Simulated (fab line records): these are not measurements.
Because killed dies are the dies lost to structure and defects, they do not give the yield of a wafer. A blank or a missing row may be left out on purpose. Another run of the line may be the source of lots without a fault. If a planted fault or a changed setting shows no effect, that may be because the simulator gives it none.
Chamber matching -- flow n5_finfet -- N5_MOL_CONTACT_COAG_ETCH_15 on rie_diel-04 has 4 sister chambers
The step etches SiNx in CH3F/O2, stops on Si:P, target depth 7 nm. 16 wafers are shown with their chamber, then 8 later ones without.

== EACH WAFER AND ITS CHAMBER ==
wafer,chamber,showerhead_plenum_p_Torr (Torr),drypump_motor_current_A (A),rf_vpp_V (V)
L078.1,0,1.98,6.5,295.9
L078.3,2,1.95,5.9,300.8
L078.6,3,2.12,6.0,301.8
L082.1,0,1.98,6.5,295.9
L082.4,1,1.96,6.0,296.0
L082.6,1,1.96,6.0,297.7
L083.1,1,1.96,5.9,297.2
L083.2,2,1.95,5.9,302.3
L083.4,0,1.98,6.5,295.7
L084.3,1,1.96,5.9,298.1
L084.5,3,2.12,6.0,302.2
L084.6,1,1.96,5.9,296.7
L089.2,2,1.94,5.8,303.0
L089.3,1,1.96,5.9,298.0
L089.6,2,1.94,5.8,301.4
L091.4,0,1.97,6.5,296.4

SIGNATURES, as means of the wafers listed above
reading,chamber 0,chamber 1,chamber 2,chamber 3,scatter within a chamber
showerhead_plenum_p_Torr,1.9775,1.9600,1.9450,2.1200,0.00382
drypump_motor_current_A,6.500,5.933,5.850,6.000,0.0441
rf_vpp_V,295.975,297.283,301.875,302.000,0.737
Rule: for a wafer and a chamber, the distance is found by dividing, reading by reading, the gap between the wafer's reading and the chamber's mean by the reading's scatter, squaring, summing and taking the root. The wafer belongs to the nearest chamber; if the next one is less than 2 further off, it can't be placed. How the scatter is found: for the shown wafers, subtract from each reading the mean of its chamber, square and add these, divide the total by (wafers less chambers), then take the root.

== WAFERS MISSING THEIR CHAMBER ==
wafer,showerhead_plenum_p_Torr (Torr),drypump_motor_current_A (A),rf_vpp_V (V)
L091.5,2.11,6.0,302.8
L091.6,1.97,6.5,295.8
L093.1,2.11,6.0,302.9
L093.4,1.96,6.0,297.2
L093.5,2.11,6.0,299.9
L095.1,2.11,6.0,303.0
L095.3,1.97,6.5,295.6
L095.4,1.94,5.8,301.1

== CHAMBER TAKEN BY EACH ==
wafer,from the rows above,in truth
L091.5,3,3
L091.6,0,0
L093.1,3,3
L093.4,1,1
L093.5,3,3
L095.1,3,3
L095.3,0,0
L095.4,2,2
Placed correctly: 8 of 8. Left unplaced by these rows: 0. Number placed wrongly: 0.
